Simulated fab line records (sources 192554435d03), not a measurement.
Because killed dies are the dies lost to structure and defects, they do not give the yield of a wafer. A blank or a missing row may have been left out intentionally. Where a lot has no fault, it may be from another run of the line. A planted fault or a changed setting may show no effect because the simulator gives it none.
fab line records | flow n5_finfet
[record] lots = 9 wafers = 27 last_day = 18
route steps=1938 shown HKMG_FIN@412 BEOL_M4@1111 PASSIVATION@1936
lots that met no fault: from a run of the same line without faults
start_h: hours from the record's first day to the start of the lot's first wafer shown | wait_h: hours since the lot's step before | " as in the row above | L1.1+2: one row covering several wafers at once | - no value present, or no start provided | * or withheld: withheld | < > ~ a bound
route shown NAME@n: names a module that has steps shown in the file, with the first one's number in the route | usual: average and standard deviation across the fault-free wafers | same: alike in all rows | chamber/n: place in a boat | sites: the reading at each site | _std_site: standard deviation of those values | _edge_site: mean of outer sites minus mean of inner sites | radius_mm: for every site, how far away it sits from the centre of the wafer | mask NAME#n: copy n | behind: the tool/chamber that last shaped the wafer | hold: reason for holding the lot/hours on hold/outcome of the hold | device: whichever transistor did not switch (one of n, p or np) | end of line: tests run on the same wafers once the route is complete | step lacking rows: just its recipe | killed: dies that structure and defects cost at the first sort, which is not the same as the wafer's yield | map: a wafer's dies, x killed, . not, _ none there
set.NAME: setting as actually run; set.NAME@STEP: the setting as run at that earlier step | model.NAME: the simulator's own value behind a step, which no gauge read
the route's steps for a sample of lots (tables are steps, rows are wafers)
services: the hour from which a tool's chamber was out of use, counted from the record's first day as start_h (under 0 if before that day), plus the number of hours and why
[[steps]]
[step N5_HKMG_FIN_ALD_79]
[recipe] material = TiN target_thk_a = 15 temp_c = 400 ald_precursor_family = TiCl4 ald_co_reactant = NH3 pulse_time_s = 1 purge_time_s = 3 co_reactant_purge_time_s = 2 co_reactant_pulse_time_s = 2 ald_cycles = 68 pressure_torr = 3
[usual] heater_power_w = 926/100 precursor_pulse_height_rel = 0.999/0.021
[same] co_reactant_purge_time_s = 2
// columns lot.wafer tool chamber start_h wait_h heater_power_w precursor_pulse_height_rel
L546.1 ald_metal-02 0 96.64 0.0 925 0.993
L546.4 " 1 " " 915 1.018
L546.6 " 2 " " 818 1.010
L547.1 ald_metal-02 1 104.80 0.0 924 0.998
L547.5 " 3 " " 785 0.976
L547.6 " 2 " " 809 1.033
L549.2 ald_metal-04 2 117.23 0.0 837 1.034
L549.3 " 3 " " 902 1.020
L549.4 " 0 " " 1027 1.023
L551.2 ald_metal-02 2 125.94 0.0 831 0.972
L551.5 " 2 " " 809 1.000
L551.6 " 1 " " 908 1.019
L554.4 ald_metal-04 3 143.79 0.2 891 0.993
L554.5 " 2 " " 841 0.985
L554.6 " 0 " " 1010 1.000
L560.4 ald_metal-03 3 179.60 0.0 820 0.989
L560.5 " 2 " " 1110 0.962
L560.6 " 1 " " 1080 0.984
L562.2 ald_metal-02 2 192.51 0.0 810 0.996
L562.5 " 3 " " 809 1.028
L562.6 " 0 " " 928 1.020
L563.2 ald_metal-02 2 197.38 0.0 821 1.013
L563.4 " 1 " " 911 1.032
L563.6 " 2 " " 810 0.958
L565.1 ald_metal-04 0 213.36 0.0 1000 1.001
L565.2 " 2 " " 860 1.005
L565.5 " 0 " " 1037 0.964
[step N5_HKMG_FIN_CVD_62]
[recipe] material = a-Si target_thk_a = 30 temp_c = 500 precursor = Si2H6 pressure_torr = 1 time_s = 20.8
[usual] heater_power_w = 1360/160
// columns lot.wafer tool chamber start_h wait_h heater_power_w
L546.1 thermal_cvd_si-01 0 97.01 0.2 1464
L546.4 " 2 " " 1516
L546.6 " 1 " " 1457
L547.1 thermal_cvd_si-02 0 105.16 0.2 1238
L547.5 " 2 " " 1076
L547.6 " 1 " " 1419
L549.2 thermal_cvd_si-02 0 117.59 0.2 1247
L549.3 " 2 " " 1041
L549.4 " 0 " " 1277
L551.2 thermal_cvd_si-02 2 126.30 0.2 1063
L551.5 " 0 " " 1256
L551.6 " 2 " " 1058
L554.4 thermal_cvd_si-01 1 144.03 0.1 1454
L554.5 " 2 " " 1551
L554.6 " 0 " " 1449
L560.4 thermal_cvd_si-01 2 180.02 0.3 1520
L560.5 " 0 " " 1487
L560.6 " 1 " " 1461
L562.2 thermal_cvd_si-01 2 192.87 0.2 1521
L562.5 " 1 " " 1491
L562.6 " 2 " " 1496
L563.2 thermal_cvd_si-02 0 197.74 0.2 1261
L563.4 " 2 " " 1059
L563.6 " 0 " " 1235
L565.1 thermal_cvd_si-02 0 213.72 0.2 1306
L565.2 " 1 " " 1392
L565.5 " 2 " " 1042
[step N5_HKMG_FIN_PEB_10]
[recipe] peb_temp_c = withheld peb_time_s = 60 resist = CAR-ArF
// columns lot.wafer tool chamber start_h wait_h
L546.1+4+6 litho_track-04 0 98.70 0.1
L547.1+5+6 litho_track-04 0 106.64 0.1
L549.2+3+4 litho_track-01 0 118.96 0.0
L551.2+5+6 litho_track-01 0 127.80 0.0
L554.4+5+6 litho_track-01 0 145.37 0.0
L560.4+5+6 litho_track-01 0 181.58 0.0
L562.2+5+6 litho_track-01 0 194.28 0.0
L563.2+4+6 litho_track-01 0 199.23 0.0
L565.1+2+5 litho_track-05 0 215.20 0.1
[step N5_HKMG_FIN_CD_MEAS_12]
[recipe] target_cd_nm = 92.8 landing_energy_ev = 500 detector = se_inlens
[usual] cd_nm = 92.6/0.65
// columns lot.wafer tool chamber start_h wait_h cd_nm
L546.1 cd_sem-01 0 98.77 - 93.9
L546.4 " 0 " " 93.9
L546.6 " 0 " " 93.8
L547.1 cd_sem-02 0 106.71 - 93.1
L547.5 " 0 " " 93.2
L547.6 " 0 " " 93.2
L549.2 cd_sem-02 0 119.03 - 92.8
L549.3 " 0 " " 92.1
L549.4 " 0 " " 93.2
L551.2 cd_sem-01 0 127.87 - 92.6
L551.5 " 0 " " 92.2
L551.6 " 0 " " 93.4
L554.4 cd_sem-02 0 145.44 - 92.2
L554.5 " 0 " " 91.9
L554.6 " 0 " " 91.6
L560.4 cd_sem-03 0 181.65 - 89.7
L560.5 " 0 " " 89.4
L560.6 " 0 " " 89.5
L562.2 cd_sem-03 0 194.35 - 89.2
L562.5 " 0 " " 89.7
L562.6 " 0 " " 90.7
L563.2 cd_sem-02 0 199.30 - 89.6
L563.4 " 0 " " 88.6
L563.6 " 0 " " 89.6
L565.1 cd_sem-02 0 215.27 - 92.9
L565.2 " 0 " " 93.3
L565.5 " 0 " " 92.8
[step N5_HKMG_FIN_STRIP_34]
[recipe] chemistry = CF4 resist = SiARC power_w = 300 bias_power_w = 75 pressure_mtorr = 50 cf4_flow_sccm = 150 rf_frequency_hz = 6e+07
[usual] chamber_pressure_mTorr = 50.01/0.048 drypump_motor_current_A = 5.7/0.38 oes_product_au = 0.78/0.075 power_w = 299.9/0.99 rf_vpp_V = 271.6/1.7 showerhead_plenum_p_Torr = 1.81/0.071 throttle_valve_pct = 13.65/0.2
// columns lot.wafer tool chamber start_h wait_h chamber_pressure_mTorr drypump_motor_current_A oes_product_au power_w rf_hours_counter_h rf_vpp_V showerhead_plenum_p_Torr throttle_valve_pct
L546.1 rie_diel-02 3 99.14 0.0 50.03 5.7 0.75 300.1 165 271.2 1.79 13.42
L546.4 " 3 " " 50.11 5.7 0.75 299.5 - 270.4 1.79 13.43
L546.6 " 1 " " 50.07 5.4 0.84 299.0 - 273.4 1.90 13.74
L547.1 rie_diel-06 1 107.08 0.0 49.93 6.3 0.70 300.4 234 268.9 1.70 14.05
L547.5 " 1 " " 49.95 6.3 0.70 299.1 - 268.7 1.70 14.05
L547.6 " 2 " " 50.04 5.9 0.70 300.3 - 271.1 1.78 13.73
L549.2 rie_diel-02 3 119.40 0.0 49.99 5.8 0.75 299.5 173 270.2 1.79 13.42
L549.3 " 0 " " 50.02 5.9 0.80 299.5 104 272.7 1.88 13.77
L549.4 " 2 " " 49.94 5.4 0.69 297.9 218 269.3 1.77 13.73
L551.2 rie_diel-06 0 128.23 0.0 49.99 5.6 0.85 299.5 51 273.0 1.90 13.46
L551.5 " 0 " " 49.97 5.6 0.85 299.3 - 273.4 1.90 13.46
L551.6 " 1 " " 49.93 6.3 0.70 299.5 - 269.8 1.70 14.08
L554.4 rie_diel-02 3 145.81 0.0 50.02 5.7 0.74 299.1 183 271.1 1.79 13.45
L554.5 " 3 " " 50.01 5.7 0.74 299.9 - 269.6 1.79 13.46
L554.6 " 2 " " 49.96 5.4 0.70 298.2 - 270.4 1.76 13.79
L560.4 rie_diel-06 1 182.01 0.0 50.04 6.3 0.95 300.0 5 272.9 1.91 13.53
L560.5 " 2 " " 50.07 5.9 0.68 300.4 - 272.4 1.77 13.79
L560.6 " 3 " " 49.99 6.3 0.89 300.2 - 270.4 1.76 13.34
L562.2 rie_diel-06 0 194.72 0.0 50.07 5.6 0.82 300.1 77 272.9 1.89 13.50
L562.5 " 3 " " 50.02 6.3 0.88 302.1 - 271.9 1.76 13.35
L562.6 " 0 " " 49.97 5.6 0.82 300.1 - 273.1 1.89 13.52
L563.2 rie_diel-02 1 199.67 0.0 49.98 5.4 0.80 297.4 100 272.0 1.89 13.83
L563.4 " 3 " " 50.06 5.8 0.73 299.8 - 272.2 1.78 13.49
L563.6 " 1 " " 50.12 5.4 0.79 299.4 - 273.6 1.89 13.84
L565.1 rie_diel-06 2 215.64 0.0 49.93 5.9 0.68 301.2 221 271.6 1.77 13.82
L565.2 " 1 " " 49.99 6.3 0.92 300.3 16 273.5 1.90 13.57
L565.5 " 3 " " 50.04 6.3 0.87 300.2 - 271.2 1.75 13.36
[step N5_BEOL_M4_RC_MEAS_101]
[usual] DIBL_N = 36.4/1.5 DIBL_P = 35.8/1.7 IOFF_N = 0.154/0.022 IOFF_P = 0.21/0.031 ION_N = 672/8.8 ION_P = 462/7.2 SS_N = 71.5/0.53 SS_P = 73.2/0.62 VT_N = 250.4/2.5 VT_P = -250/3.5
// columns lot.wafer tool chamber start_h wait_h DIBL_N[mV/V] DIBL_P[mV/V] IOFF_N[nA/um] IOFF_P[nA/um] ION_N[uA/um] ION_P[uA/um] SS_N[mV/dec] SS_P[mV/dec] VT_N[mV] VT_P[mV]
L546.1 prober-01 0 177.42 0.0 37.4 38.2 0.182 0.22 675 460 72.1 73.6 249.3 -251
L546.4 " 0 " " 35.8 36.6 0.152 0.19 682 459 71.3 73.2 250.6 -253
L546.6 " 0 " " 36.6 37.7 0.165 0.20 667 455 71.5 73.8 246.8 -253
L547.1 prober-02 0 205.37 0.0 33.9 33.6 0.131 0.21 672 476 71.3 72.9 252.0 -247
L547.5 " 0 " " 34.0 33.7 0.127 0.20 672 470 71.7 72.5 253.0 -248
L547.6 " 0 " " 33.9 33.1 0.124 0.20 668 465 71.7 72.6 250.6 -248
L549.2 prober-02 0 223.73 0.2 36.9 35.8 0.173 0.23 685 470 71.2 73.4 246.9 -246
L549.3 " 0 " " 35.0 32.7 0.126 0.18 672 463 71.3 73.2 252.6 -253
L549.4 " 0 " " 33.3 30.2 0.109 0.15 667 459 70.4 71.5 251.0 -253
L551.2 prober-01 0 246.43 0.2 37.1 36.8 0.153 0.19 664 449 71.8 73.2 253.2 -255
L551.5 " 0 " " 35.9 35.9 0.133 0.18 659 456 71.8 73.1 252.5 -252
L551.6 " 0 " " 34.3 34.1 0.112 0.16 663 458 71.4 72.6 255.3 -252
L554.4 prober-02 0 252.37 0.5 36.7 36.6 0.148 0.18 672 453 72.1 73.4 252.0 -254
L554.5 " 0 " " 34.8 34.5 0.118 0.16 642 444 71.1 72.6 254.9 -255
L554.6 " 0 " " 37.6 37.8 0.172 0.20 685 465 71.5 74.0 248.0 -252
L560.4 prober-01 0 287.26 0.5 35.4 35.9 0.148 0.21 682 465 70.6 73.6 249.6 -249
L560.5 " 0 " " 38.2 39.0 0.212 0.28 695 480 71.5 73.9 244.6 -244
L560.6 " 0 " " 38.8 39.3 0.219 0.29 686 467 71.9 73.8 246.8 -241
L563.2 prober-02 0 297.51 0.2 36.4 36.2 0.147 0.24 668 468 71.5 73.6 252.1 -247
L563.4 " 0 " " 37.1 37.2 0.164 0.26 676 473 72.2 72.9 247.9 -245
L563.6 " 0 " " 34.9 35.0 0.129 0.23 668 471 71.3 73.0 251.7 -245
L562.2 prober-02 0 298.81 0.2 37.2 35.3 0.141 0.22 680 470 71.4 73.5 252.1 -248
L562.5 " 0 " " 37.7 34.9 0.142 0.21 670 466 72.1 73.7 253.4 -249
L562.6 " 0 " " 37.4 35.7 0.142 0.22 664 467 72.1 73.2 253.2 -247
L565.1 prober-02 0 322.60 0.0 36.9 35.3 0.148 0.20 680 458 70.7 72.9 251.6 -250
L565.2 " 0 " " 37.7 36.1 0.170 0.21 679 459 72.0 73.4 249.5 -251
L565.5 " 0 " " 37.4 35.3 0.148 0.19 672 461 71.9 72.2 249.1 -251
[step N5_PASSIVATION_PROBE_49]
[usual] defect_limited_yield = 91.5/1.4 killed_at_M0_to_M3 = 32/9.8 killed_at_M4_up = 13/5.3 killed_at_contacts = 13/6.4 killed_at_front_end = 39/10 killed_at_other = 3.1/2.5 killed_dies = 100/17 killed_open = 65/13 killed_short = 33/7.7 sort_bin_5_function = 5.0/0.93 sort_bin_6_memory = 3.2/0.69 sort_n_pass = 1080/17 sort_yield_pct = 91.5/1.4
[same] gross_dies = 1180 killed_at_back_side = 0 sort_bin_4_leakage[%] = 0 sort_bin_8_speed[%] = 0
// columns lot.wafer tool chamber start_h wait_h defect_limited_yield[%] killed_at_M0_to_M3 killed_at_M4_up killed_at_contacts killed_at_front_end killed_at_other killed_dies killed_open killed_short sort_bin_5_function[%] sort_bin_6_memory[%] sort_n_pass sort_yield_pct[%]
L554.4 prober-02 - 360.07 0.2 90.5 20 16 16 56 4 112 65 47 5.6 3.1 1068 90.5
L554.5 prober-02 - 360.12 0.2 93.3 23 5 16 33 2 79 55 24 3.9 2.6 1101 93.3
L554.6 prober-02 - 360.17 0.3 91.8 31 9 6 49 2 97 69 27 4.5 3.6 1083 91.8
L560.4 prober-02 - 401.38 0.2 90.9 21 17 15 51 3 107 76 31 5.8 3.1 1073 90.9
L560.5 prober-02 - 401.43 0.2 92.0 19 14 12 45 4 94 65 26 5.3 2.2 1086 92.0
L560.6 prober-02 - 401.48 0.3 92.2 29 10 12 40 1 92 67 25 4.4 3.1 1088 92.2
// killed by level:class
L554.4 FIN_SAQP:geometric_particle:short=12 MOL_CONTACT_COAG:geometric_particle:open=10 FIN_SAQP:geometric_particle:open=9 STI_FIN_REVEAL:geometric_particle:open=9 GATE_CUT:geometric_particle:short=7 MOL_CONTACT_COAG:geometric_particle:short=6 BEOL_M3:geometric_particle:short=5 BEOL_M4:geometric_particle:open=5
L554.5 MOL_CONTACT_COAG:geometric_particle:open=13 STI_FIN_REVEAL:geometric_particle:open=8 BEOL_M0_SAQP:geometric_particle:short=8 FIN_SAQP:geometric_particle:open=7 BEOL_M0_SAQP:geometric_particle:open=5 BEOL_M2:geometric_particle:open=4 DUMMY_GATE:geometric_particle:open=3 GATE_CUT:geometric_particle:short=3
L554.6 FIN_SAQP:geometric_particle:open=14 FIN_SAQP:geometric_particle:short=9 BEOL_M3:geometric_particle:open=9 STI_FIN_REVEAL:geometric_particle:open=8 BEOL_M0_SAQP:geometric_particle:short=7 MOL_CONTACT_COAG:geometric_particle:open=6 DUMMY_GATE:geometric_particle:open=5 GATE_CUT:geometric_particle:short=5
L560.4 FIN_SAQP:geometric_particle:open=20 MOL_CONTACT_COAG:geometric_particle:open=9 FIN_SAQP:geometric_particle:short=6 MOL_CONTACT_COAG:geometric_particle:short=6 BEOL_M5:geometric_particle:open=6 STI_FIN_REVEAL:geometric_particle:open=4 BEOL_M4:geometric_particle:open=4 BEOL_M1:geometric_particle:open=4
L560.5 FIN_SAQP:geometric_particle:open=11 MOL_CONTACT_COAG:geometric_particle:open=10 BEOL_M4:geometric_particle:open=8 STI_FIN_REVEAL:geometric_particle:open=6 FIN_SAQP:geometric_particle:short=5 BEOL_M0_SAQP:geometric_particle:open=5 BEOL_M0_SAQP:geometric_particle:short=5 SPACER0:geometric_particle:open=4
L560.6 FIN_SAQP:geometric_particle:open=16 MOL_CONTACT_COAG:geometric_particle:open=12 BEOL_M2:geometric_particle:open=8 FIN_SAQP:geometric_particle:short=7 BEOL_M0_SAQP:geometric_particle:short=6 DUMMY_GATE:geometric_particle:open=4 SPACER0:geometric_particle:short=4 BEOL_M0:geometric_particle:open=4
[[services]]
// columns tool chamber start_h hours kind
rie_diel-06 1 74.57 7.5 repair
thermal_cvd_si-02 - 94.86 2.8 pm
rie_diel-02 2 95.57 12.9 repair
thermal_cvd_si-01 2 117.94 6.2 repair
ald_metal-02 3 137.04 21.5 repair
ald_metal-04 1 139.69 9.0 repair
thermal_cvd_si-01 2 145.17 7.8 repair
thermal_cvd_si-01 0 148.00 10.4 repair
rie_diel-06 1 152.17 - clean
rie_diel-06 1 152.17 - consumable_replace:focus_ring
rie_diel-06 1 152.17 - consumable_replace:showerhead
rie_diel-06 1 152.17 15.1 scheduled_down
rie_diel-06 1 152.17 15.1 vent_cycle
litho_track-01 - 155.88 - consumable_replace:filter
rie_diel-02 2 170.33 32.7 repair
thermal_cvd_si-01 0 191.49 81.6 repair
ald_metal-02 - 196.70 0.3 repair
[[key]]
[first_sign] step = N5_HKMG_FIN_CD_MEAS_12 reading = cd_nm direction = down sigmas = 4.7 usual = 92.6 struck = 89.6
effect none on later readings
met_at N5_HKMG_FIN_PEB_10
struck_lots L560,L562,L563
not_acting_at N5_HKMG_FIN_ALD_79,N5_HKMG_FIN_CVD_62,N5_HKMG_FIN_STRIP_34
onset_between 145.37 181.58
[fault] kind = process_parameter_drift tool = litho_track-01 chamber = - onset_h = 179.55 steps = N5_HKMG_FIN_PEB_10 channel = peb_temp_c offset = withheld shape = step end_h = 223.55 acts_in = *
